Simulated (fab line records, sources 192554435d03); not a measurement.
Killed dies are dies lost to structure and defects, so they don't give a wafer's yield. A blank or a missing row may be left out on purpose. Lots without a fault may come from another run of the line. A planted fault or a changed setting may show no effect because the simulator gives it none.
Chamber matching | flow n5_finfet | N5_BEOL_M3_DEP_57 on pecvd-02: 3 sister chambers
The step deposits SiCN from 3MS/NH3, target thk 8 nm, time 14 s. 6 wafers are shown with their chamber, then 11 later ones without.

WAFERS WITH THEIR CHAMBER
wafer  | chamber | throttle_valve_pct (%) | showerhead_plenum_p_Torr (Torr)
L084.5 | 0       | 9.4                    | 3.663
L086.1 | 0       | 9.6                    | 3.663
L086.2 | 2       | 9.1                    | 3.679
L087.3 | 2       | 9.1                    | 3.677
L087.4 | 1       | 8.6                    | 3.674
L091.2 | 1       | 8.9                    | 3.669

WAFERS WITHOUT THEIR CHAMBER
wafer  | throttle_valve_pct (%) | showerhead_plenum_p_Torr (Torr)
L091.3 | 9.4                    | 3.654
L091.6 | 9.5                    | 3.662
L092.2 | 9.3                    | 3.683
L092.3 | 9.4                    | 3.660
L092.4 | 9.5                    | 3.683
L094.1 | 9.3                    | 3.686
L094.2 | 9.3                    | 3.668
L094.4 | 9.5                    | 3.682
L093.1 | 9.6                    | 3.689
L093.2 | 8.7                    | 3.653
L093.4 | 9.1                    | 3.660

WHICH CHAMBER EACH WENT THROUGH
wafer  | from the rows above     | in truth
L091.3 | 0                       | 0
L091.6 | 0                       | 0
L092.2 | 2                       | 2
L092.3 | 0                       | 0
L092.4 | 2                       | 2
L094.1 | 2                       | 2
L094.2 | can't be placed: 0 or 1 | 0
L094.4 | 2                       | 2
L093.1 | 2                       | 2
L093.2 | can't be placed: 0 or 1 | 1
L093.4 | 0                       | 0
Placed correctly: 9 of 11. Can't be placed from these rows: 2 (the true chamber is among the candidates in 2). Placed wrongly: 0.
How it was worked out, from the rows above alone: a wafer's distance from a chamber is the root of the sum, over the readings, of the square of ((its reading less the chamber's mean) divided by the reading's scatter). The wafer belongs to the nearest chamber; if the next one is less than 2 further off, it can't be placed. A chamber's mean is the mean of its shown wafers. The scatter: the root of (the sum of the squares of (reading less its chamber's mean) over the shown wafers, divided by (wafers less chambers)).
